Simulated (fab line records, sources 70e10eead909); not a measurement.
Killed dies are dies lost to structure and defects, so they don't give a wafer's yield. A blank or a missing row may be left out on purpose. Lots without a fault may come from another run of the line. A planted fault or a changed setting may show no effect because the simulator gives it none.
Problem report in the 8D (eight disciplines) form, filled by code | flow nand_harc | the parts of the form that need people (team, actions taken, sign-off) are left out

1. THE PROBLEM
cd_nm at NHARC_A_M0_CD_MEAS_09 reads a mean of 85.4 nm on 6 wafers of 2 lots; wafers without a fault read 79.9 nm with a standard deviation of 0.58. That is +9.5 standard deviations from the usual mean.
The step: target cd 80 nm.
First seen on wafer L946.1, day 25 20:59, on cd_sem-03. The record holds 30 wafers of 10 lots with a number at this step. Rule for "out", or "out of limits": more than 4 standard deviations from the usual mean. The other wafers with a number count as sound.

2. WHAT IT IS AND WHAT IT IS NOT
question                    | is                     | is not
which readings at this step | cd_nm                  | -
which lots                  | L946, L948             | L940, L950, L955, L957, L959, L960, L962, L963
which wafers of those lots  | all that have a number | -
read on which gauges        | cd_sem-02, cd_sem-03   | cd_sem-01
when                        | from day 25 20:59      | up to then (3 sound wafers); but 21 sound wafers of L950, L955, L957, L959, L960, L962, L963 came after

3. SUSPECTS, AND WHAT RULES EACH OUT
Counting: a tool at a process step up to the reading stays a suspect if it ran every lot that is out and no sound lot after the first of them.
- the gauge at NHARC_A_M0_CD_MEAS_09: ruled out. The wafers that are out were read on 2 gauges (cd_sem-02, cd_sem-03).
- cvd_w-02 at NHARC_A_CONTACT_CVD_19 (deposits W, target thk 300 nm, time 802 s): ruled out as a lasting fault. Sound lots L957, L960, L962, L963 ran on it after its first lot that is out, L946 (day 25 18:08). NHARC_A_CONTACT_CVD_19 gives no start for some lots, so the hours and the order of its lots are those of NHARC_A_BLC_STRIP_29.
- rie_diel-05 at NHARC_A_BLC_ETCH_18 (etches the open film in C4F8/O2/Ar, target depth 910 nm): ruled out as a lasting fault. Sound lots L955, L960 ran on it after its first lot that is out, L946 (day 25 18:08). NHARC_A_BLC_ETCH_18 gives no start for some lots, so the hours and the order of its lots are those of NHARC_A_BLC_STRIP_29.
- rie_diel-07 at NHARC_A_BLC_STRIP_29 (strips in CF4): ruled out as a lasting fault. Sound lots L960, L963 ran on it after its first lot that is out, L946 (day 25 18:08).
- litho_track-01 at NHARC_A_M0_PEB_07 (peb time 65 s): ruled out as a lasting fault. Sound lots L957, L960, L959, L962, L963 ran on it after its first lot that is out, L946 (day 25 20:55).
Left after counting: nothing in the record.

4. THE CAUSE (what the simulator had put in)
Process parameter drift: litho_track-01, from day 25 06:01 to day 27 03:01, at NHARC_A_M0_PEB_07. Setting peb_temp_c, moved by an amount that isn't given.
Counting ruled it out, wrongly: the rule takes a fault to strike every lot that its tool runs from its start on, and this one did not.

5. THE CHAIN OF EFFECTS, in route order
Each row: a reading whose mean over the struck wafers that have a number lies more than 3 standard deviations from the usual. Only readings for which the record gives a usual standard deviation are gone through. hours: the time from each lot's start at the first step in this table that gives one to its start at this step, as a median over the lots. sigmas: the change in usual standard deviations.
hours | step                  | reading              | usual    | on struck wafers | change | sigmas
0     | NHARC_A_M0_PEB_07     | heater_power_total_W | 156.7 W  | 160.2            | +3.5   | +8.5
0     | NHARC_A_M0_PEB_07     | plate_temp_C         | 100.00 C | 101.56           | +1.56  | +12
0     | NHARC_A_M0_CD_MEAS_09 | cd_nm                | 79.9 nm  | 85.4             | +5.5   | +9.5
The process steps in it:
- NHARC_A_M0_PEB_07: peb time 65 s.

6. WHAT WOULD HAVE CAUGHT IT SOONER
In this record the first reading out of limits at a measuring or inspecting step was taken at day 25 20:59, 15 hours after the fault began at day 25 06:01.
The tool's own readings at NHARC_A_M0_PEB_07 were out on every struck wafer that the step has a row for (heater_power_total_W, plate_temp_C): an alarm limit on them would have fired on the first of those.
